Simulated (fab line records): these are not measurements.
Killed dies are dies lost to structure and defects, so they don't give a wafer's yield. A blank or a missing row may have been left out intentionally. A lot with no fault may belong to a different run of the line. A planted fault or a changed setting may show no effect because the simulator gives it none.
Chamber matching -- flow n5 finfet -- N5_BEOL_M6_DEP_56 on pecvd-04 has 3 sister chambers
The step deposits SiCN from 3MS/NH3, target thk 10 nm, time 17.5 s. 18 wafers are shown with their chamber, then 9 later ones without.

== EACH WAFER AND ITS CHAMBER ==
wafer,chamber,throttle valve pct (%),showerhead plenum p Torr (Torr)
L076.4,0,9.4,3.677
L076.5,1,9.6,3.681
L076.6,2,8.7,3.673
L077.1,0,9.8,3.665
L077.3,0,9.7,3.668
L077.6,0,9.7,3.666
L080.3,1,10.2,3.671
L080.4,0,9.9,3.668
L080.5,2,8.6,3.672
L081.2,1,9.7,3.670
L081.3,0,9.9,3.666
L081.5,2,8.7,3.663
L083.3,1,10.1,3.681
L083.4,1,10.2,3.660
L083.5,2,8.7,3.674
L086.1,2,8.2,3.675
L086.2,1,10.1,3.673
L086.3,0,9.9,3.664

SIGNATURES (averages over the wafers above)
reading,chamber 0,chamber 1,chamber 2,scatter within a chamber
throttle valve pct,9.757,9.983,8.580,0.221
showerhead plenum p Torr,3.66771,3.67267,3.67140,0.00586
Rule: for a wafer and a chamber, the distance is found by dividing, reading by reading, the gap between the wafer's reading and the chamber's mean by the reading's scatter, squaring, summing and taking the root. If the next closest chamber is less than 2 further off than the closest, the wafer can't be placed; otherwise it belongs to the closest. The scatter: the root of (the sum of the squares of (reading less its chamber's mean) over the shown wafers, divided by (wafers less chambers)).

== WAFERS WITHOUT THEIR CHAMBER ==
wafer,throttle valve pct (%),showerhead plenum p Torr (Torr)
L090.1,8.7,3.671
L090.2,9.9,3.667
L090.6,9.8,3.664
L093.1,9.8,3.655
L093.5,9.8,3.662
L093.6,8.9,3.679
L096.1,9.7,3.670
L096.3,8.6,3.668
L096.5,9.7,3.670

== WHICH CHAMBER EACH WENT THROUGH ==
wafer,from the rows above,in truth
L090.1,2,2
L090.2,can't be placed: 0 or 1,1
L090.6,can't be placed: 0 or 1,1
L093.1,can't be placed: 0 or 1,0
L093.5,can't be placed: 0 or 1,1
L093.6,2,2
L096.1,can't be placed: 0 or 1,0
L096.3,2,2
L096.5,can't be placed: 0 or 1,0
Placed correctly: 3 of 9. Cannot be placed on the basis of these rows: 6; the candidates contain the true chamber in 6. Placed wrongly: 0.
